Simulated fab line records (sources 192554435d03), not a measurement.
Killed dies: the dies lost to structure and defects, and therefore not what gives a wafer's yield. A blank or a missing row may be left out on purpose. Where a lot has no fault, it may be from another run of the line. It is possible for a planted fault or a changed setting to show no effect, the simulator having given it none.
Matching of chambers :: flow n5 finfet :: N5_BEOL_M8_ILD_DEP_00 on pecvd-01: 3 sister chambers
The step deposits SiCOH lowk from DEMS/porogen, target thk 179.75 nm, time 33.4 s. 6 wafers are shown with their chamber, then 7 later ones without.

## WAFERS PAIRED WITH THEIR CHAMBERS
wafer: L086.1
chamber: 0
heater power w (W): 328
throttle valve pct (%): 14.1

wafer: L088.1
chamber: 1
heater power w (W): 397
throttle valve pct (%): 14.0

wafer: L088.2
chamber: 2
heater power w (W): 385
throttle valve pct (%): 12.6

wafer: L088.3
chamber: 0
heater power w (W): 301
throttle valve pct (%): 14.1

wafer: L088.4
chamber: 2
heater power w (W): 383
throttle valve pct (%): 13.0

wafer: L088.5
chamber: 1
heater power w (W): 385
throttle valve pct (%): 14.0

## WAFERS WITH NO CHAMBER GIVEN
wafer: L088.6
heater power w (W): 314
throttle valve pct (%): 14.2

wafer: L090.2
heater power w (W): 397
throttle valve pct (%): 13.8

wafer: L090.3
heater power w (W): 376
throttle valve pct (%): 12.7

wafer: L090.5
heater power w (W): 412
throttle valve pct (%): 14.1

wafer: L096.2
heater power w (W): 338
throttle valve pct (%): 12.6

wafer: L096.4
heater power w (W): 326
throttle valve pct (%): 14.2

wafer: L096.5
heater power w (W): 348
throttle valve pct (%): 12.7

## WHICH CHAMBER EACH ONE RAN IN
wafer: L088.6
from the rows above: 0
in truth: 0

wafer: L090.2
from the rows above: 1
in truth: 1

wafer: L090.3
from the rows above: 2
in truth: 2

wafer: L090.5
from the rows above: 1
in truth: 1

wafer: L096.2
from the rows above: 2
in truth: 2

wafer: L096.4
from the rows above: 0
in truth: 0

wafer: L096.5
from the rows above: 2
in truth: 2
Correct placement for 7 of the 7. Can't be placed from these rows: 0. Number placed wrongly: 0.
How it was worked out, from the rows above alone: a wafer's distance from a chamber is the root of the sum, over the readings, of the square of ((its reading less the chamber's mean) divided by the reading's scatter). The wafer belongs to the nearest chamber; if the next one is less than 2 further off, it can't be placed. Each chamber's mean is taken over the wafers shown for it. How the scatter is found: for the shown wafers, subtract from each reading the mean of its chamber, square and add these, divide the total by (wafers less chambers), then take the root.
